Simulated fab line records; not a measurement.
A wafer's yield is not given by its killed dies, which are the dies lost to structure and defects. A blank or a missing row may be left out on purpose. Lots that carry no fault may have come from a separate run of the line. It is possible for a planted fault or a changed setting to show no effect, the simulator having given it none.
fab line records / flow n5-finfet
[record] lots = 7 wafers = 39
route steps=1938 shown MIM_BOT@1833
start-h: hours from the record's opening day to when the first of the lot's shown wafers began / wait-h: how many hours have passed since the lot's step before this one / " identical to the entry in the row above / L1.1+2: several wafers, shown together as one row / - either no value or no given start / * or withheld: withheld / < > ~ a bound
route shown NAME@n: NAME is a module with steps in the file, n the number in the route of the first one / usual: the fault-free wafers' mean and standard deviation / same: alike in all rows / chamber/n: place in a boat / sites: per-site readings / _std_site: standard deviation across them / _edge_site: the outer-site mean with the inner-site mean subtracted / radius-mm: how far each site lies from the wafer's centre / mask NAME#n: copy n / behind: tool/chamber where the wafer was last shaped / hold: why the lot was held/for how many hours/how that ended / device: transistor that didn't switch, given as n, p or np / end of line: the same wafers' tests at the end of the route / a step with no rows: only its recipe / killed: dies lost to structure and defects at the first sort, not the wafer's yield / map: a wafer's dies, x killed, . not, _ none there
set.NAME: the setting as run; set.NAME@STEP: as run at that earlier step / model.NAME: the simulator's own value behind a step, which no gauge read
lots whose settings were changed on purpose; a table a step, a row a wafer
[[steps]]
[step N5_MIM_BOT_SPUTTER_00]
[recipe] material = TiN target-thk-a = 350 temp-c = 200 power-w = 3000 chamber-pressure-pa = 0.49996 gas = Ar reactive-partial-pa = 0.37997 time-s = 89.7
lot.wafer=L076.1 tool=pvd-sputter-02 chamber=- start-h=259.45 wait-h=0.0 set.time-s=89.7 model.TiN_of_MIM_BOT_SPUTTER_00.thk-nm=35.4
lot.wafer=L076.2 tool=pvd-sputter-02 chamber=- start-h=259.45 wait-h=0.0 set.time-s=115.8 model.TiN_of_MIM_BOT_SPUTTER_00.thk-nm=45.6
lot.wafer=L076.3 tool=pvd-sputter-02 chamber=- start-h=259.45 wait-h=0.0 set.time-s=89.7 model.TiN_of_MIM_BOT_SPUTTER_00.thk-nm=35
lot.wafer=L076.4 tool=pvd-sputter-02 chamber=- start-h=259.45 wait-h=0.0 set.time-s=115.8 model.TiN_of_MIM_BOT_SPUTTER_00.thk-nm=44.8
lot.wafer=L076.5 tool=pvd-sputter-02 chamber=- start-h=259.45 wait-h=0.0 set.time-s=89.7 model.TiN_of_MIM_BOT_SPUTTER_00.thk-nm=34.6
lot.wafer=L076.6 tool=pvd-sputter-02 chamber=- start-h=259.45 wait-h=0.0 set.time-s=115.8 model.TiN_of_MIM_BOT_SPUTTER_00.thk-nm=45.8
lot.wafer=L079.1 tool=pvd-sputter-01 chamber=- start-h=269.78 wait-h=0.0 set.time-s=89.7 model.TiN_of_MIM_BOT_SPUTTER_00.thk-nm=34
lot.wafer=L079.2+6 tool=pvd-sputter-01 chamber=- start-h=269.78 wait-h=0.0 set.time-s=124.5 model.TiN_of_MIM_BOT_SPUTTER_00.thk-nm=47.8
lot.wafer=L079.3 tool=pvd-sputter-01 chamber=- start-h=269.78 wait-h=0.0 set.time-s=89.7 model.TiN_of_MIM_BOT_SPUTTER_00.thk-nm=34.4
lot.wafer=L079.4 tool=pvd-sputter-01 chamber=- start-h=269.78 wait-h=0.0 set.time-s=89.7 model.TiN_of_MIM_BOT_SPUTTER_00.thk-nm=34.2
lot.wafer=L079.5 tool=pvd-sputter-01 chamber=- start-h=269.78 wait-h=0.0 set.time-s=124.5 model.TiN_of_MIM_BOT_SPUTTER_00.thk-nm=47.6
lot.wafer=L083.2+5 tool=pvd-sputter-03 chamber=- start-h=320.00 wait-h=0.0 set.time-s=89.7 model.TiN_of_MIM_BOT_SPUTTER_00.thk-nm=34.8
lot.wafer=L083.6 tool=pvd-sputter-03 chamber=- start-h=320.00 wait-h=0.0 set.time-s=89.7 model.TiN_of_MIM_BOT_SPUTTER_00.thk-nm=34.6
lot.wafer=L088.1 tool=pvd-sputter-03 chamber=- start-h=342.60 wait-h=0.0 set.time-s=89.7 model.TiN_of_MIM_BOT_SPUTTER_00.thk-nm=35.4
lot.wafer=L088.2 tool=pvd-sputter-03 chamber=- start-h=342.60 wait-h=0.0 set.time-s=89.7 model.TiN_of_MIM_BOT_SPUTTER_00.thk-nm=35
lot.wafer=L088.3 tool=pvd-sputter-03 chamber=- start-h=342.60 wait-h=0.0 set.time-s=89.7 model.TiN_of_MIM_BOT_SPUTTER_00.thk-nm=34.6
lot.wafer=L088.4+6 tool=pvd-sputter-03 chamber=- start-h=342.60 wait-h=0.0 set.time-s=117 model.TiN_of_MIM_BOT_SPUTTER_00.thk-nm=45.6
lot.wafer=L088.5 tool=pvd-sputter-03 chamber=- start-h=342.60 wait-h=0.0 set.time-s=117 model.TiN_of_MIM_BOT_SPUTTER_00.thk-nm=46
lot.wafer=L092.1+2 tool=pvd-sputter-03 chamber=- start-h=363.61 wait-h=0.0 set.time-s=36.34 model.TiN_of_MIM_BOT_SPUTTER_00.thk-nm=14.8
lot.wafer=L092.3 tool=pvd-sputter-03 chamber=- start-h=363.61 wait-h=0.0 set.time-s=89.7 model.TiN_of_MIM_BOT_SPUTTER_00.thk-nm=35
lot.wafer=L092.4+5 tool=pvd-sputter-03 chamber=- start-h=363.61 wait-h=0.0 set.time-s=89.7 model.TiN_of_MIM_BOT_SPUTTER_00.thk-nm=35.2
lot.wafer=L092.6 tool=pvd-sputter-03 chamber=- start-h=363.61 wait-h=0.0 set.time-s=36.34 model.TiN_of_MIM_BOT_SPUTTER_00.thk-nm=14.4
lot.wafer=L095.1 tool=pvd-sputter-02 chamber=- start-h=386.65 wait-h=0.0 set.time-s=89.7 model.TiN_of_MIM_BOT_SPUTTER_00.thk-nm=35.4
lot.wafer=L095.2+3+5 tool=pvd-sputter-02 chamber=- start-h=386.65 wait-h=0.0 set.time-s=89.7 model.TiN_of_MIM_BOT_SPUTTER_00.thk-nm=34.8
lot.wafer=L095.4 tool=pvd-sputter-02 chamber=- start-h=386.65 wait-h=0.0 set.time-s=89.7 model.TiN_of_MIM_BOT_SPUTTER_00.thk-nm=35.8
lot.wafer=L095.6 tool=pvd-sputter-02 chamber=- start-h=386.65 wait-h=0.0 set.time-s=89.7 model.TiN_of_MIM_BOT_SPUTTER_00.thk-nm=35.6
lot.wafer=L097.1 tool=pvd-sputter-02 chamber=- start-h=390.49 wait-h=0.0 set.time-s=89.7 model.TiN_of_MIM_BOT_SPUTTER_00.thk-nm=35.4
lot.wafer=L097.2 tool=pvd-sputter-02 chamber=- start-h=390.49 wait-h=0.0 set.time-s=89.7 model.TiN_of_MIM_BOT_SPUTTER_00.thk-nm=35.6
lot.wafer=L097.3 tool=pvd-sputter-02 chamber=- start-h=390.49 wait-h=0.0 set.time-s=89.7 model.TiN_of_MIM_BOT_SPUTTER_00.thk-nm=35
lot.wafer=L097.4 tool=pvd-sputter-02 chamber=- start-h=390.49 wait-h=0.0 set.time-s=109.1 model.TiN_of_MIM_BOT_SPUTTER_00.thk-nm=43.2
lot.wafer=L097.5 tool=pvd-sputter-02 chamber=- start-h=390.49 wait-h=0.0 set.time-s=109.1 model.TiN_of_MIM_BOT_SPUTTER_00.thk-nm=43
lot.wafer=L097.6 tool=pvd-sputter-02 chamber=- start-h=390.49 wait-h=0.0 set.time-s=109.1 model.TiN_of_MIM_BOT_SPUTTER_00.thk-nm=42.6
[[key]]
[split] step = N5_MIM_BOT_SPUTTER_00 setting = time-s stated = 89.7 by = wafer
[response] step = N5_MIM_BOT_SPUTTER_00 reading = model.TiN_of_MIM_BOT_SPUTTER_00.thk-nm change = +0.348 per = 1% r = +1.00
